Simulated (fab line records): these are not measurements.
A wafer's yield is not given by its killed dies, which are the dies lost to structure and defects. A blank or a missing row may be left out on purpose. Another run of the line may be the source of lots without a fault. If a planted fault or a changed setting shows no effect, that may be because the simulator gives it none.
Which tool is to blame? / flow n5-finfet / 12 lots, 36 wafers sampled, at 2 steps of a route of 1938

== WHAT EACH GAUGE READ, for each wafer ==
N5_BEOL_M3_OCD_MEAS_38.
lot=L075; measured=day 7 09:15; on=ocd-01; trench-depth-nm (nm)=55.2 56.6 54.7
lot=L078; measured=day 8 01:48; on=ocd-01; trench-depth-nm (nm)=55.8 54.5 55.6
lot=L080; measured=day 8 14:28; on=ocd-01; trench-depth-nm (nm)=57.7 56.3 57.9
lot=L082; measured=day 9 05:49; on=ocd-02; trench-depth-nm (nm)=52.2 55.4 54.4
lot=L084; measured=day 9 19:38; on=ocd-02; trench-depth-nm (nm)=56.2 55.9 55.4
lot=L086; measured=day 10 03:55; on=ocd-01; trench-depth-nm (nm)=55.1 56.0 56.3
lot=L088; measured=day 10 16:52; on=ocd-02; trench-depth-nm (nm)=56.8 54.0 56.5
lot=L090; measured=day 11 00:42; on=ocd-01; trench-depth-nm (nm)=56.1 56.2 56.2
lot=L092; measured=day 12 06:08; on=ocd-01; trench-depth-nm (nm)=52.1 57.1 56.1
lot=L094; measured=day 12 17:58; on=ocd-02; trench-depth-nm (nm)=54.4 56.4 55.4
lot=L095; measured=day 13 04:50; on=ocd-01; trench-depth-nm (nm)=56.1 56.1 56.8
lot=L096; measured=day 13 22:23; on=ocd-01; trench-depth-nm (nm)=55.1 56.7 55.3

== WHICH TOOL RAN EACH LOT (tool, then ch and the chambers of the sampled wafers, then the start) ==
lot=L075; N5_BEOL_M3_ALD_98=ald-sin-02 ch 0,2, day 7 08:34
lot=L078; N5_BEOL_M3_ALD_98=ald-sin-04 ch 0,1,3, day 7 23:31
lot=L080; N5_BEOL_M3_ALD_98=ald-sin-04 ch 0,2,3, day 8 10:47
lot=L082; N5_BEOL_M3_ALD_98=ald-sin-02 ch 0,2,3, day 8 23:50
lot=L084; N5_BEOL_M3_ALD_98=ald-sin-04 ch 0,2, day 9 13:37
lot=L086; N5_BEOL_M3_ALD_98=ald-sin-02 ch 0,1,2, day 10 02:01
lot=L088; N5_BEOL_M3_ALD_98=ald-sin-02 ch 1,2, day 10 09:42
lot=L090; N5_BEOL_M3_ALD_98=ald-sin-02 ch 2,3, day 10 23:04
lot=L092; N5_BEOL_M3_ALD_98=ald-sin-02 ch 0,1,2, day 11 10:49
lot=L094; N5_BEOL_M3_ALD_98=ald-sin-02 ch 0,1,3, day 12 16:38
lot=L095; N5_BEOL_M3_ALD_98=ald-sin-02 ch 0,2, day 12 23:14
lot=L096; N5_BEOL_M3_ALD_98=ald-sin-04 ch 0,2,3, day 13 20:40
- N5_BEOL_M3_ALD_98: deposits SiO2, target thk 2.5 nm, pulse time 1 s, co reactant pulse time 1 s.

== THE ANSWER, worked out from the rows above alone ==
Rule: usual is defined by the lots themselves. The widest of any qualifying gaps counts: lots, ordered by their means at a reading, are off when they make up no more than a third of the lots, leave a main group of 4 or more, and stand apart from it by 3 or more times the standard deviation of that group's means. Not used: any main group whose means are identical at the precision the tables above print for the reading. A lot without any number at a reading at which 4 lots or more have one is off too. Where the step has rows for the other lots, those lots are counted as sound.
No lot is off at any reading shown: from this, nothing can be told.

== WHAT THE SIMULATOR HAD PUT IN ==
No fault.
